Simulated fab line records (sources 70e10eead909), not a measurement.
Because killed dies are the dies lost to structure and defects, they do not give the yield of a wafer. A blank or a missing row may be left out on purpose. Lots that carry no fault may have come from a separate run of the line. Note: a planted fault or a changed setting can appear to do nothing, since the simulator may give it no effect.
Chamber matching | flow nand harc | NHARC_P_CONTACT_STRIP_28 on rie diel-13: 4 sister chambers
The step strips in O2. 4 wafers are shown with their chamber, then 7 later ones without.

== WAFERS PAIRED WITH THEIR CHAMBERS ==
wafer  | chamber | drypump motor current A (A)
L080.2 | 3       | 5.31
L086.6 | 1       | 5.65
L091.1 | 0       | 5.58
L091.2 | 2       | 5.81

== WAFERS MISSING THEIR CHAMBER ==
wafer  | drypump motor current A (A)
L091.3 | 5.64
L094.1 | 5.65
L094.3 | 5.32
L094.6 | 5.30
L097.1 | 5.67
L097.2 | 5.55
L097.5 | 5.34

== WHICH CHAMBER EACH WENT THROUGH ==
wafer  | from the rows above | in truth
L091.3 | 1                   | 1
L094.1 | 1                   | 1
L094.3 | 3                   | 3
L094.6 | 3                   | 3
L097.1 | 1                   | 1
L097.2 | 0                   | 0
L097.5 | 3                   | 3
Correct placement for 7 of the 7. Left unplaced by these rows: 0. Wrongly placed: 0.
How it was worked out, from the rows above alone: a wafer's distance from a chamber is the root of the sum, over the readings, of the square of ((its reading less the chamber's mean) divided by the reading's scatter). The wafer belongs to the nearest chamber; if the next one is less than 2 further off, it can't be placed. A chamber's mean is the mean of its shown wafers. The scatter: root of mean squared gap, hidden wafer to nearest shown wafer, with one shown wafer a chamber.
